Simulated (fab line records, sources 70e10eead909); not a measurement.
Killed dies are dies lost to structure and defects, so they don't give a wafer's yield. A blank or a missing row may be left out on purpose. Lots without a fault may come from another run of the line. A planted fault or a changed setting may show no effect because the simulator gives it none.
Which tool did it? | flow nand_harc | 13 lots, 39 wafers sampled, at 5 steps of a route of 1302

WHAT THE GAUGES READ, wafer by wafer
NHARC_A_ONON_D1_THK_MEAS_02: measures by ellipsometry.
lot  | measured     | on            | thk_nm (nm)
L289 | day 8 04:44  | film_metro-01 | 1009 1008 1010
L290 | day 8 12:24  | film_metro-02 | 1001 1003 1003
L292 | day 9 10:08  | film_metro-02 | 999 1000 999
L293 | day 9 19:49  | film_metro-01 | 990 991 992
L294 | day 10 06:16 | film_metro-01 | 1003 1002 1002
L297 | day 11 18:26 | film_metro-01 | 992 996 995
L298 | day 12 03:46 | film_metro-02 | 986 987 987
L299 | day 12 19:28 | film_metro-02 | 998 999 1000
L307 | day 15 17:19 | film_metro-01 | 987 984 986
L308 | day 16 04:58 | film_metro-01 | 1000 1002 1002
L309 | day 16 17:40 | film_metro-01 | 997 997 998
L310 | day 17 04:56 | film_metro-02 | 999 999 999
L311 | day 17 04:56 | film_metro-01 | 1002 1004 1005

NHARC_A_ONON_D1_THK_MEAS_08: measures by ellipsometry.
lot  | measured     | on            | thk_nm (nm)
L289 | day 8 05:52  | film_metro-01 | 1010 1010 1010
L290 | day 8 13:33  | film_metro-01 | 1001 1002 1000
L292 | day 9 11:16  | film_metro-01 | 989 990 988
L293 | day 9 20:57  | film_metro-01 | 1006 1006 1007
L294 | day 10 07:23 | film_metro-01 | 988 987 988
L297 | day 11 19:34 | film_metro-01 | 1016 1015 1015
L298 | day 12 04:54 | film_metro-02 | 1011 1010 1012
L299 | day 12 20:36 | film_metro-01 | 1005 1006 1005
L307 | day 15 18:27 | film_metro-01 | 1000 999 1000
L308 | day 16 06:07 | film_metro-02 | 993 996 996
L309 | day 16 18:48 | film_metro-01 | 998 997 998
L310 | day 17 06:04 | film_metro-01 | 995 995 996
L311 | day 17 06:04 | film_metro-02 | 982 981 982

NHARC_END_SORT_01.
lot  | measured     | on        | killed_at_array | killed_at_other | killed_at_periphery | killed_dies | killed_open | killed_short
L297 | day 28 15:05 | prober-02 | 74              | 1               | 1                   | 76          | 3           | 2

WHICH TOOL RAN EACH LOT (tool, then ch and the chambers of the sampled wafers, then the start)
lot  | NHARC_A_CHANNEL_HOLE_D1_ETCH_39    | NHARC_A_CHANNEL_HOLE_D1_STRIP_27
L289 | rie_diel-05 ch 1,2, day 8 21:49    | rie_diel-05 ch 1,2,3, no start
L290 | rie_diel-05 ch 1,3, day 9 06:05    | rie_diel-05 ch 1,2,3, no start
L292 | rie_diel-09 ch 1,2, day 10 06:05   | rie_diel-09 ch 0,1,3, no start
L293 | rie_diel-05 ch 1,2,3, day 10 12:07 | rie_diel-12 ch 1,3, no start
L294 | rie_diel-09 ch 0,2, day 11 02:44   | rie_diel-09 ch 1,2, no start
L297 | rie_diel-05 ch 0,3, day 12 10:15   | rie_diel-05 ch 0,2, day 28 15:05 or earlier
L298 | rie_diel-05 ch 0,1,2, day 12 19:46 | rie_diel-05 ch 1,2,3, no start
L299 | rie_diel-05 ch 0,1,2, day 13 15:16 | rie_diel-12 ch 0,2,3, no start
L307 | rie_diel-05 ch 0,2,3, day 16 10:20 | rie_diel-05 ch 2,3, no start
L308 | rie_diel-05 ch 1,3, day 16 21:59   | rie_diel-05 ch 0,1, no start
L309 | rie_diel-05 ch 0,1,2, day 17 11:17 | rie_diel-05 ch 1,2, no start
L310 | rie_diel-05 ch 1,2,3, day 17 22:22 | rie_diel-12 ch 2,3, no start
L311 | rie_diel-12 ch 2,3, day 17 22:36   | rie_diel-09 ch 0,2,3, no start
- NHARC_A_CHANNEL_HOLE_D1_ETCH_39: etches the open film in N2/H2, target depth 260 nm, time 325 s.
- NHARC_A_CHANNEL_HOLE_D1_STRIP_27: strips in O2.

WHAT THE TOOLS THEMSELVES READ (means of the sampled wafers that have a number; where no wafer has one, the mark that the record gives instead)
NHARC_A_CHANNEL_HOLE_D1_ETCH_39.
lot  | tool        | drypump_motor_current_A (A) | oes_product_au (a.u.) | rf_vpp_V (V) | showerhead_plenum_p_Torr (Torr) | throttle_valve_pct (%)
L289 | rie_diel-05 | 5.8                         | 0.997                 | 427.4        | 1.94                            | 14.165
L290 | rie_diel-05 | 5.3                         | 0.992                 | 429.9        | 2.01                            | 14.165
L292 | rie_diel-09 | 6.3                         | 1.000                 | 429.9        | 2.05                            | 14.166
L293 | rie_diel-05 | 5.7                         | 0.989                 | 428.8        | 1.97                            | 14.165
L294 | rie_diel-09 | 6.1                         | 0.990                 | 433.0        | 2.11                            | 14.175
L297 | rie_diel-05 | 5.3                         | 0.908                 | 432.8        | 2.11                            | 14.169
L298 | rie_diel-05 | 5.7                         | 0.952                 | 429.4        | 2.00                            | 14.174
L299 | rie_diel-05 | 5.7                         | 0.955                 | 429.0        | 2.00                            | 14.173
L307 | rie_diel-05 | 5.6                         | 0.996                 | 429.7        | 2.03                            | 14.166
L308 | rie_diel-05 | 5.4                         | 0.997                 | 428.4        | 1.97                            | 14.172
L309 | rie_diel-05 | 5.7                         | 1.003                 | 429.7        | 2.00                            | 14.173
L310 | rie_diel-05 | 5.7                         | 0.996                 | 428.5        | 1.96                            | 14.167
L311 | rie_diel-12 | 5.7                         | 1.012                 | 429.5        | 2.03                            | 14.165

NHARC_A_CHANNEL_HOLE_D1_STRIP_27.
lot  | tool        | drypump_motor_current_A (A) | oes_product_au (a.u.) | rf_vpp_V (V) | showerhead_plenum_p_Torr (Torr) | throttle_valve_pct (%)
L289 | rie_diel-05 | 5.6                         | 0.996                 | 58.1         | 3.41                            | 17.038
L290 | rie_diel-05 | 5.7                         | 0.999                 | 58.3         | 3.41                            | 17.039
L292 | rie_diel-09 | 5.9                         | 1.001                 | 58.6         | 3.64                            | 17.034
L293 | rie_diel-12 | 5.9                         | 1.014                 | 58.0         | 3.50                            | 17.040
L294 | rie_diel-09 | 6.3                         | 1.008                 | 57.5         | 3.53                            | 17.041
L297 | rie_diel-05 | 5.6                         | 1.002                 | 57.2         | 3.57                            | 17.034
L298 | rie_diel-05 | 5.6                         | 0.994                 | 57.3         | 3.41                            | 17.036
L299 | rie_diel-12 | 5.8                         | 0.993                 | 57.6         | 3.50                            | 17.042
L307 | rie_diel-05 | 5.6                         | 0.981                 | 57.5         | 3.45                            | 17.034
L308 | rie_diel-05 | 5.4                         | 1.009                 | 57.2         | 3.58                            | 17.043
L309 | rie_diel-05 | 6.0                         | 0.996                 | 56.6         | 3.34                            | 17.048
L310 | rie_diel-12 | 5.8                         | 0.994                 | 57.6         | 3.39                            | 17.040
L311 | rie_diel-09 | 6.1                         | 0.998                 | 58.8         | 3.65                            | 17.034

THE ANSWER, worked out from the rows above alone
Rule: what is usual is taken from the lots themselves. Put in order of their means at a reading, lots are off if they are a third of the lots or fewer, leave a main group of 4 or more, and stand apart from it by a gap of 3 or more times the standard deviation of the main group's means; of several such gaps the widest counts. A main group whose means are all the same, to the digits that the tables above print for the reading, isn't used. A lot without any number at a reading at which 4 lots or more have one is off too. The other lots that the step has rows for count as sound. The gauges are gone through in route order, then the tools' own readings, and for those a lot's mean is taken as printed above. The first step at which some lot is off is used, and at that step the reading that is off furthest; a lot without a number counts as furthest.
Off: L297, L298, L299, at NHARC_A_CHANNEL_HOLE_D1_ETCH_39 (oes_product_au). The main group: mean 0.997 a.u., standard deviation 0.0064.
A tool fits if, at that step or a process step before it, it ran every lot that is off, and no sound lot after the first of them. None of those tried fits.

WHAT THE SIMULATOR HAD PUT IN
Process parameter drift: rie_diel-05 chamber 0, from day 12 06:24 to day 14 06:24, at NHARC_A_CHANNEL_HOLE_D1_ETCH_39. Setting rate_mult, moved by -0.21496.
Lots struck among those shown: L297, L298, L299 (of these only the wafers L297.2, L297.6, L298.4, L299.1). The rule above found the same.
